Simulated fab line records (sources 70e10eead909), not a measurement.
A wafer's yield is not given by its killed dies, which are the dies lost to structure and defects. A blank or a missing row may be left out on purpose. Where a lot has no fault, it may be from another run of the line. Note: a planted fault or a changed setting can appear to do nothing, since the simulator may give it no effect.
fab line records	flow nandHarc
[record] lots = 12	wafers = 36	lastDay = 24
route steps=1159 shown A_STAIRCASE@670 END@1159
lots with no fault: from the same line, run without faults
startH: hours from the record's opening day to when the first of the lot's shown wafers began	waitH: hours since the lot's step before	" the same as in the row above	L1.1+2: several wafers, shown together as one row	- no value present, or no start provided	* or withheld: withheld	< > ~ a bound
route shown NAME@n: a module of which the file shows steps, and the number in the route of the first	usual: mean/standard deviation of fault-free wafers	same: alike in all rows	chamber/n: place in a boat	sites: the reading at each site	_std_site: how widely they spread, as a standard deviation	_edge_site: outer sites' mean less inner sites'	radiusMm: how far each site lies from the wafer's centre	mask NAME#n: copy n	behind: tool/chamber where the wafer was last shaped	hold: cause of the lot's hold/its duration in hours/its outcome	device: the n, p or np transistor that did not switch	end of line: at the end of the route, the tests of the same wafers	where a step has no rows: the recipe by itself	killed: the dies lost at the first sort to structure and to defects; this is not the yield of the wafer	map: a wafer's dies, x killed, . not, _ none there
set.NAME: the setting that was run; set.NAME@STEP: the one run at that earlier step	model.NAME: the simulator's own value behind a step, which no gauge read
one table for each step of the route and one row for each wafer, over a sample of lots
services: the hour from which a tool's chamber was out of use, counted from the record's first day as startH (under 0 if before that day), plus the number of hours and why
[[steps]]
[step NHARC_A_STAIRCASE_STRIP_295]
[recipe] o2FlowSccm = 500	arFlowSccm = 0	biasW = 0	chemistry = O2
[usual] drypumpMotorCurrentA = 5.7/0.35	oesProductAu = 1.001/0.0086	rfVppV = 57.7/0.8	showerheadPlenumPTorr = 3.49/0.14	throttleValvePct = 17.036/0.0095
lot.wafer	tool	chamber	startH	waitH	drypumpMotorCurrentA	oesProductAu	rfHoursCounterH	rfVppV	showerheadPlenumPTorr	throttleValvePct
L750.3	rieDiel-02	0	-	-	6.4	1.007	36	56.6	3.32	17.037
L750.4	"	1	"	"	6.0	1.006	41	57.9	3.53	17.065
L750.5	"	0	"	"	6.4	1.011	-	57.2	3.32	17.027
L753.3	rieDiel-13	2	-	-	5.7	0.994	63	57.9	3.40	17.017
L753.1	"	0	"	"	5.1	1.002	63	56.8	3.38	17.030
L753.6	"	2	"	"	5.7	0.998	-	57.5	3.40	17.038
L754.3	rieDiel-06	3	-	-	6.0	0.979	10	57.1	3.30	17.036
L754.1	"	0	"	"	5.1	1.004	10	57.3	3.42	17.044
L754.5	"	3	"	"	6.0	0.982	-	57.6	3.30	17.031
L755.1	rieDiel-02	1	-	-	5.9	1.001	54	58.2	3.53	17.047
L755.4	"	3	"	"	5.9	0.998	52	58.0	3.60	17.040
L755.5	"	1	"	"	5.9	0.988	-	58.9	3.53	17.038
L756.2	rieDiel-13	2	-	-	5.6	0.988	3	57.6	3.40	17.036
L756.3	"	3	"	"	5.7	1.002	3	58.0	3.58	17.044
L756.4	"	0	"	"	5.1	0.997	2	57.5	3.37	17.037
L757.4	rieDiel-06	3	-	-	6.0	0.998	17	57.6	3.30	17.031
L757.1	"	1	"	"	6.0	1.012	17	57.3	3.55	17.047
L757.2	"	2	"	"	5.5	1.003	17	58.6	3.80	17.045
L765.2	rieDiel-02	3	-	-	5.9	1.020	5	57.3	3.59	17.027
L765.4	"	2	"	"	5.4	1.009	5	59.2	3.67	17.026
L765.6	"	3	"	"	5.9	1.019	-	56.9	3.59	17.040
L766.1	rieDiel-06	3	-	-	6.0	0.997	37	59.0	3.29	17.046
L766.2	"	0	"	"	5.1	0.997	39	57.4	3.40	17.030
L766.6	"	3	"	"	6.0	0.990	-	56.8	3.29	17.028
L767.2	rieDiel-06	0	-	-	5.1	0.991	40	57.3	3.40	17.038
L767.3	"	2	"	"	5.5	0.997	37	58.0	3.79	17.051
L767.6	"	0	"	"	5.1	0.991	-	56.9	3.40	17.037
L772.2	rieDiel-13	2	-	-	5.7	0.994	35	58.5	3.38	17.037
L772.1	"	3	"	"	5.8	1.002	34	58.0	3.56	17.041
L772.5	"	2	"	"	5.7	0.994	-	56.8	3.38	17.045
L771.4	rieDiel-06	1	-	-	6.0	0.998	47	57.7	3.54	17.038
L771.3	"	2	"	"	5.5	1.006	43	58.6	3.78	17.034
L771.5	"	1	"	"	6.0	1.008	-	57.4	3.54	17.020
L770.4	rieDiel-13	1	-	-	5.6	1.010	40	57.3	3.52	17.028
L770.1	"	2	"	"	5.7	1.002	39	57.9	3.38	17.034
L770.6	"	1	"	"	5.6	1.011	-	58.4	3.52	17.062
[step NHARC_A_STAIRCASE_ETCH_453]
[recipe] targetDepthA = 300	overetchA = 30	timeS = 16.5	ionEnergyEv = 100	cf4FlowSccm = 80	o2FlowSccm = 20	arFlowSccm = 0	rfW = 300	biasW = 100	chemistry = CF4/O2
[usual] drypumpMotorCurrentA = 5.7/0.38	oes_ar_750_au = 1.000/0.0041	oesProductAu = 1.000/0.011	rfFwdPowerW = 294.5/1.8	rfVppV = 197.6/1.5	showerheadPlenumPTorr = 1.32/0.058	throttleValvePct = 13.397/0.0089
lot.wafer	tool	chamber	startH	waitH	drypumpMotorCurrentA	oes_ar_750_au	oesProductAu	rfFwdPowerW	rfHoursCounterH	rfVppV	showerheadPlenumPTorr	throttleValvePct
L750.3	rieDiel-02	0	-	-	6.3	0.996	1.013	293.5	37	195.6	1.25	13.385
L750.4	"	1	"	"	6.0	1.007	0.994	292.8	42	198.6	1.34	13.389
L750.5	"	2	"	"	5.4	0.999	1.014	295.2	-	199.7	1.40	13.398
L753.1	rieDiel-06	2	-	-	5.5	1.002	0.986	293.7	6	199.6	1.44	13.385
L753.3	"	1	"	"	6.0	1.003	1.007	296.8	5	198.7	1.35	13.418
L753.6	"	3	"	"	6.0	1.001	0.976	293.3	-	195.5	1.25	13.388
L754.3	rieDiel-06	3	-	-	6.0	0.992	0.973	294.2	11	196.1	1.24	13.399
L754.1	"	2	"	"	5.4	1.005	1.004	292.7	11	200.2	1.44	13.405
L754.5	"	0	"	"	5.1	1.002	0.999	297.7	-	197.2	1.29	13.391
L755.4	rieDiel-13	3	-	-	5.7	0.997	0.988	293.7	5	198.7	1.35	13.405
L755.1	"	0	"	"	5.1	1.005	0.991	291.3	4	197.8	1.27	13.383
L755.5	"	2	"	"	5.7	1.001	0.982	292.5	-	197.4	1.28	13.392
L756.3	rieDiel-02	0	-	-	6.4	1.001	1.006	293.6	52	195.9	1.25	13.378
L756.4	"	1	"	"	6.0	0.999	1.007	294.0	55	196.6	1.33	13.403
L756.2	"	2	"	"	5.4	1.000	1.004	295.0	44	198.7	1.40	13.410
L757.1	rieDiel-13	2	-	-	5.7	0.992	0.987	294.1	8	196.8	1.28	13.409
L757.2	"	3	"	"	5.7	0.999	1.003	295.5	7	200.5	1.35	13.381
L757.4	"	0	"	"	5.1	0.997	0.994	293.0	6	198.0	1.27	13.412
L765.2	rieDiel-02	2	-	-	5.4	1.003	1.007	293.5	9	198.8	1.39	13.410
L765.4	"	0	"	"	6.4	1.001	0.998	293.2	11	196.9	1.24	13.406
L765.6	"	1	"	"	5.9	0.996	0.992	292.9	-	198.2	1.33	13.384
L766.1	rieDiel-06	0	-	-	5.1	1.000	0.981	296.3	42	196.1	1.28	13.397
L766.2	"	3	"	"	6.0	1.000	0.993	296.0	39	194.2	1.24	13.402
L766.6	"	3	"	"	6.0	0.998	0.995	295.7	-	196.8	1.24	13.403
L767.3	rieDiel-06	3	-	-	6.0	0.998	1.002	293.3	40	194.2	1.24	13.388
L767.2	"	0	"	"	5.1	1.011	0.992	297.0	43	195.5	1.28	13.397
L767.6	"	3	"	"	6.0	1.000	0.987	293.8	-	196.0	1.24	13.386
L772.2	rieDiel-02	1	-	-	5.9	1.000	1.003	290.7	19	197.4	1.33	13.389
L772.1	"	2	"	"	5.4	1.005	1.005	294.4	18	199.2	1.39	13.401
L772.5	"	3	"	"	5.9	1.000	1.018	296.4	-	198.7	1.36	13.399
L771.4	rieDiel-02	2	-	-	5.4	0.998	1.022	294.7	19	199.2	1.39	13.385
L771.3	"	0	"	"	6.4	1.003	1.012	293.2	19	196.0	1.24	13.407
L771.5	"	3	"	"	5.9	1.002	1.017	297.0	-	197.4	1.36	13.396
L770.1	rieDiel-06	0	-	-	5.1	1.010	0.988	296.4	54	196.7	1.28	13.392
L770.6	"	0	"	"	5.1	1.002	0.988	297.1	-	197.7	1.28	13.391
L770.4	"	1	"	"	6.0	1.004	0.992	295.9	-	197.7	1.34	13.397
[step NHARC_A_STAIRCASE_ALD_415]
[recipe] targetThkA = 300	pulseTimeS = 6	aldCycles = 300	tempC = 300	material = SiO2
[usual] heaterPowerW = 465/48	precursorPulseHeightRel = 1.002/0.021	susceptorTempC = 299.97/0.2
lot.wafer	tool	chamber	startH	waitH	heaterPowerW	precursorPulseHeightRel	susceptorTempC
L750.3	aldHk-03	3	265.36	0.3	370	1.027	300.24
L750.4	"	1	"	"	503	0.966	299.96
L750.5	"	2	"	"	491	0.989	300.03
L753.3	aldHk-03	3	274.57	0.3	362	1.028	300.04
L753.1	"	1	"	"	484	0.985	299.92
L753.6	"	2	"	"	489	1.032	299.94
L754.3	aldHk-03	2	289.61	3.1	480	0.998	300.10
L754.1	"	0	"	"	481	1.009	299.88
L754.5	"	3	"	"	374	1.018	299.80
L755.1	aldHk-01	1	294.40	0.3	434	1.025	299.54
L755.4	"	3	"	"	403	1.025	299.76
L755.5	"	1	"	"	450	1.006	299.86
L756.2	aldHk-03	3	295.28	0.4	382	1.033	300.36
L756.4	"	1	"	"	496	1.039	300.03
L756.3	"	2	"	"	465	1.010	300.07
L757.1	aldHk-01	2	312.67	0.1	423	0.981	299.92
L757.2	"	3	"	"	406	1.032	299.40
L757.4	"	1	"	"	435	0.997	300.21
L765.4	aldHk-01	1	363.10	0.1	440	1.013	299.93
L765.2	"	2	"	"	418	1.001	299.83
L765.6	"	1	364.93	1.9	447	0.976	299.80
L766.2	aldHk-02	3	364.47	0.1	472	0.976	299.83
L766.1	"	2	"	"	505	1.040	299.97
L766.6	"	0	"	"	514	1.011	300.09
L767.2	aldHk-02	3	368.36	0.1	472	0.988	300.29
L767.3	"	2	"	"	502	1.020	300.09
L767.6	"	0	"	"	498	0.992	299.64
L772.2	aldHk-01	3	387.39	0.3	393	1.005	300.02
L772.1	"	1	"	"	464	0.986	299.98
L772.5	"	2	"	"	416	0.985	300.11
L771.4	aldHk-03	2	392.52	0.3	483	0.987	299.95
L771.3	"	1	"	"	531	0.985	299.69
L771.5	"	3	"	"	379	0.987	300.07
L770.1	aldHk-02	2	399.80	0.5	504	0.998	299.91
L770.4	"	3	"	"	473	0.996	300.04
L770.6	"	0	"	"	520	0.994	300.01
[step NHARC_A_STAIRCASE_CVD_552]
[recipe] targetThkA = 400	tempC = 700	pressureMtorr = 300	material = SiNx
[usual] susceptorTempC = 699.95/0.29	zonePowerLowerPct = 9.9/0.9
lot.wafer	tool	chamber	startH	waitH	susceptorTempC	zonePowerLowerPct
L750.3	lpcvd-01	1	275.83	-	699.91	10.9
L750.4	"	1	"	"	699.33	11.0
L750.5	"	1	"	"	700.15	11.0
L753.1	lpcvd-02	1	285.23	-	699.90	9.2
L753.3	"	1	"	"	699.76	9.3
L753.6	"	1	"	"	699.84	9.3
L753.1	lpcvd-02	1	289.08	0.7	700.07	9.3
L753.3	"	1	"	"	700.69	9.3
L753.6	"	1	"	"	699.36	9.0
L754.1	lpcvd-01	1	300.34	-	700.18	11.2
L754.3	"	1	"	"	700.56	10.9
L754.5	"	1	"	"	699.97	11.0
L754.1	lpcvd-01	1	308.20	4.7	700.10	11.1
L754.3	"	1	"	"	700.16	11.0
L754.5	"	1	"	"	699.78	10.9
L755.1	lpcvd-01	1	304.97	-	699.88	10.8
L755.4	"	1	"	"	699.73	11.1
L755.5	"	1	"	"	699.54	11.1
L756.2	lpcvd-01	0	304.97	2.6	700.38	10.3
L756.3	"	0	"	"	700.50	10.3
L756.4	"	0	"	"	699.95	10.4
L757.1	lpcvd-02	0	323.42	-	699.72	8.7
L757.2	"	0	"	"	700.06	9.0
L757.4	"	0	"	"	699.27	8.8
L765.2	lpcvd-02	0	376.22	3.1	700.00	8.8
L765.4	"	0	"	"	700.40	8.8
L765.6	"	0	"	"	700.01	8.8
L766.1	lpcvd-02	0	376.22	5.3	699.46	9.0
L766.2	"	0	"	"	699.71	8.8
L766.6	"	0	"	"	700.16	8.9
L767.2	lpcvd-02	1	379.56	-	699.68	9.2
L767.3	"	1	"	"	699.73	9.2
L767.6	"	1	"	"	699.71	9.2
L772.1	lpcvd-01	1	395.76	-	699.93	10.9
L772.2	"	1	"	"	700.17	11.1
L772.5	"	1	"	"	700.40	11.1
L771.3	lpcvd-02	0	403.64	-	699.93	8.8
L771.4	"	0	"	"	699.42	8.9
L771.5	"	0	"	"	699.62	9.0
L770.1	lpcvd-02	1	410.09	-	700.15	9.3
L770.4	"	1	"	"	700.31	9.1
L770.6	"	1	"	"	699.56	9.2
[step NHARC_END_SORT_01]
[recipe] tempC = 25
[usual] killedAtArray = 27/11	killedAtOther = 0.6/0.89	killedAtPeriphery = 3.0/2.4	killedDies = 31/12	killedOpen = 3.2/1.6	killedShort = 2.0/1.5
[same] grossDies = 677
lot.wafer	tool	chamber	startH	waitH	killedAtArray	killedAtOther	killedAtPeriphery	killedDies	killedOpen	killedShort
L755.1	prober-02	0	472.58	2.5	13	0	8	21	6	1
L755.4	prober-02	0	474.99	3.4	16	2	8	26	5	3
L755.5	prober-02	0	475.79	3.7	17	0	2	19	2	2
L754.1	prober-01	0	480.02	2.5	674	0	3	677	2	2
L754.3	prober-01	0	481.62	3.1	674	0	3	677	2	2
L754.5	prober-01	0	483.23	3.7	677	0	0	677	3	1
L756.2	prober-02	0	481.20	2.8	32	1	2	35	3	3
L756.3	prober-02	0	481.99	3.1	42	2	1	45	4	4
L756.4	prober-02	0	482.78	3.4	36	4	4	44	2	5
L753.1	prober-01	0	513.98	2.5	673	0	4	677	5	1
L753.3	prober-01	0	515.58	3.1	669	0	8	677	5	1
L753.6	prober-01	0	517.98	4.0	666	0	11	677	3	3
L765.2	prober-01	0	548.47	2.8	64	0	7	71	3	4
L765.4	prober-01	0	550.07	3.4	45	0	7	52	6	4
L765.6	prober-01	0	551.67	4.0	41	0	1	42	2	3
// killed by level:class
L755.1 A_CHANNEL_HOLE_D1:chamberFilmFlake=7 P_M0:geometricParticle:open=3 P_STI:chamberFilmFlake=3 A_CONTACT:chamberFilmFlake=3 A_CHANNEL_FILL_D1:geometricParticle:open=2 P_CONTACT:geometricParticle:short=1 A_ONON_D1:geometricParticle:open=1 P_M2:chamberFilmFlake=1
L755.4 A_CHANNEL_HOLE_D1:chamberFilmFlake=6 A_CONTACT:chamberFilmFlake=3 P_M0:geometricParticle:open=2 A_ONON_D1:geometricParticle:open=2 A_STAIRCASE:chamberFilmFlake=2 A_SLIT:chamberFilmFlake=2 THIN_TSV:chamberFilmFlake=2 P_CONTACT:geometricParticle:short=1
L755.5 A_CHANNEL_HOLE_D1:chamberFilmFlake=7 A_CONTACT:chamberFilmFlake=5 A_ONON_D1:geometricParticle:short=1 A_WL_FILL:geometricParticle:open=1 A_CONTACT:geometricParticle:short=1 A_BLC:geometricParticle:open=1 P_ZERO_WELL:chamberFilmFlake=1 P_STI:chamberFilmFlake=1
L754.1 A_STAIRCASE:areaCvd=659 A_SLIT:chamberFilmFlake=5 A_CONTACT:chamberFilmFlake=4 A_CHANNEL_HOLE_D1:chamberFilmFlake=2 A_STAIRCASE:chamberFilmFlake=2 P_CONTACT:geometricParticle:open=1 P_M0:geometricParticle:open=1 A_SGD_CUT:geometricParticle:short=1
L756.2 A_CHANNEL_HOLE_D1:chamberFilmFlake=13 A_SLIT:chamberFilmFlake=7 A_STAIRCASE:chamberFilmFlake=6 A_CHANNEL_FILL_D1:geometricParticle:short=2 A_CONTACT:chamberFilmFlake=2 P_CONTACT:geometricParticle:open=1 P_M1:geometricParticle:short=1 A_M0:geometricParticle:open=1
L754.3 A_STAIRCASE:areaCvd=662 A_CHANNEL_HOLE_D1:chamberFilmFlake=5 A_CONTACT:chamberFilmFlake=3 P_ZERO_WELL:chamberFilmFlake=2 P_GATE:geometricParticle:short=1 A_SOURCE_PLATE:geometricParticle:short=1 A_SOURCE_PLATE:geometricParticle:open=1 A_CONTACT:geometricParticle:open=1
L756.3 A_SLIT:chamberFilmFlake=13 A_CHANNEL_HOLE_D1:chamberFilmFlake=11 A_STAIRCASE:chamberFilmFlake=9 A_CHANNEL_HOLE_D1:geometricParticle:short=2 A_CONTACT:chamberFilmFlake=2 P_M0:geometricParticle:open=1 A_SOURCE_PLATE:geometricParticle:open=1 A_CHANNEL_FILL_D1:geometricParticle:short=1
L756.4 A_SLIT:chamberFilmFlake=12 A_CHANNEL_HOLE_D1:chamberFilmFlake=8 A_STAIRCASE:chamberFilmFlake=6 THIN_TSV:chamberFilmFlake=4 A_CONTACT:chamberFilmFlake=3 A_M0:geometricParticle:short=2 A_WL_FILL:chamberFilmFlake=2 P_M0:geometricParticle:open=1
L754.5 A_STAIRCASE:areaCvd=667 A_CHANNEL_HOLE_D1:chamberFilmFlake=2 A_STAIRCASE:chamberFilmFlake=2 A_CHANNEL_HOLE_D1:geometricParticle:short=1 A_CHANNEL_FILL_D1:geometricParticle:open=1 A_WL_FILL:geometricParticle:open=1 A_M0:geometricParticle:open=1 A_SLIT:chamberFilmFlake=1
L753.1 A_STAIRCASE:areaCvd=635 A_STAIRCASE:chamberFilmFlake=10 A_CHANNEL_HOLE_D1:chamberFilmFlake=9 A_SLIT:chamberFilmFlake=7 A_ZERO_WELL:chamberFilmFlake=3 A_CONTACT:chamberFilmFlake=3 A_CONTACT:geometricParticle:open=2 P_M1:chamberFilmFlake=2
L753.3 A_STAIRCASE:areaCvd=633 A_CHANNEL_HOLE_D1:chamberFilmFlake=12 A_SLIT:chamberFilmFlake=11 A_STAIRCASE:chamberFilmFlake=8 P_M0:geometricParticle:open=2 P_M1:chamberFilmFlake=2 A_CONTACT:chamberFilmFlake=2 P_CONTACT:geometricParticle:short=1
L753.6 A_STAIRCASE:areaCvd=632 A_CHANNEL_HOLE_D1:chamberFilmFlake=15 A_STAIRCASE:chamberFilmFlake=11 A_SLIT:chamberFilmFlake=7 P_CONTACT:geometricParticle:short=3 P_ZERO_WELL:chamberFilmFlake=2 P_M1:chamberFilmFlake=2 P_M2:chamberFilmFlake=2
L765.2 A_CHANNEL_HOLE_D1:chamberFilmFlake=24 A_SLIT:chamberFilmFlake=21 A_CONTACT:chamberFilmFlake=5 A_CHANNEL_FILL_D1:chamberFilmFlake=4 P_M1:chamberFilmFlake=2 P_M2:chamberFilmFlake=2 A_STAIRCASE:chamberFilmFlake=2 P_STI:geometricParticle:short=1
L765.4 A_CHANNEL_HOLE_D1:chamberFilmFlake=20 A_SLIT:chamberFilmFlake=11 A_CONTACT:geometricParticle:short=3 P_GATE:chamberFilmFlake=3 A_STAIRCASE:chamberFilmFlake=3 P_M2:geometricParticle:open=2 P_M0:geometricParticle:open=1 A_ONON_D1:geometricParticle:open=1
L765.6 A_SLIT:chamberFilmFlake=15 A_CHANNEL_HOLE_D1:chamberFilmFlake=14 A_CHANNEL_FILL_D1:chamberFilmFlake=3 A_CONTACT:chamberFilmFlake=2 A_CHANNEL_FILL_D1:geometricParticle:short=1 A_WL_FILL:geometricParticle:short=1 A_CONTACT:geometricParticle:open=1 A_BLC:geometricParticle:open=1
[[services]]
tool	chamber	startH	hours	kind
rieDiel-06	-	241.55	9.0	pm
rieDiel-06	0	241.55	9.0	ventCycle
rieDiel-06	1	241.55	13.4	ventCycle
rieDiel-06	2	241.55	9.0	ventCycle
rieDiel-06	3	241.55	9.0	ventCycle
aldHk-02	-	247.75	0.5	repair
rieDiel-06	0	250.55	-	clean
rieDiel-06	2	250.55	-	clean
rieDiel-06	2	250.55	-	consumableReplace:showerhead
rieDiel-06	3	250.55	-	clean
aldHk-01	-	257.74	0.3	repair
rieDiel-06	0	275.05	-	clean
rieDiel-06	1	275.05	-	clean
rieDiel-06	2	275.05	-	clean
rieDiel-06	3	275.05	-	clean
rieDiel-13	-	276.02	9.0	pm
rieDiel-06	0	300.03	-	clean
aldHk-01	-	310.80	1.5	repair
lpcvd-01	-	314.00	26.0	pm
rieDiel-02	-	327.89	9.0	pm
rieDiel-06	2	362.27	12.3	repair
rieDiel-06	3	388.05	109.3	repair
rieDiel-02	-	392.47	0.8	repair
rieDiel-13	1	404.80	1.4	repair
[[key]]
[firstSign] step = NHARC_A_STAIRCASE_CVD_552	reading = visit	direction = added
[effect] step = NHARC_END_SORT_01	reading = killedAtArray	direction = up	sigmas = 59	usual = 27	struck = 672
[moreKillsBornAt] NHARC_A_STAIRCASE_CVD_552@lpcvd-01 = 1988	NHARC_A_STAIRCASE_CVD_552@lpcvd-02 = 1900
metAt NHARC_A_STAIRCASE_CVD_552
struckLots L753,L754
laterRowsLeftOut L753.1,L753.3,L753.6,L754.1,L754.3,L754.5
testerLeftOut L753,L754
notActingAt NHARC_A_STAIRCASE_STRIP_295,NHARC_A_STAIRCASE_ETCH_453,NHARC_A_STAIRCASE_ALD_415
[fault] kind = repeatedStepWhole	tool = lpcvd-01,lpcvd-02	chamber = -	onsetH = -	steps = NHARC_A_STAIRCASE_CVD_552	times = 1	scope = struckLotsOnly
// testerLeftOut: of these lots the tester's yield and bins aren't shown, on N5 and GAA mostly nor the transistor test; their killed dies are dies lost to structure and defects alone, not to doping, threshold or leakage, so they don't give the yield
// laterRowsLeftOut: the simulator's readings of these wafers behind a module that went badly wrong aren't trusted and aren't shown, but for the sort
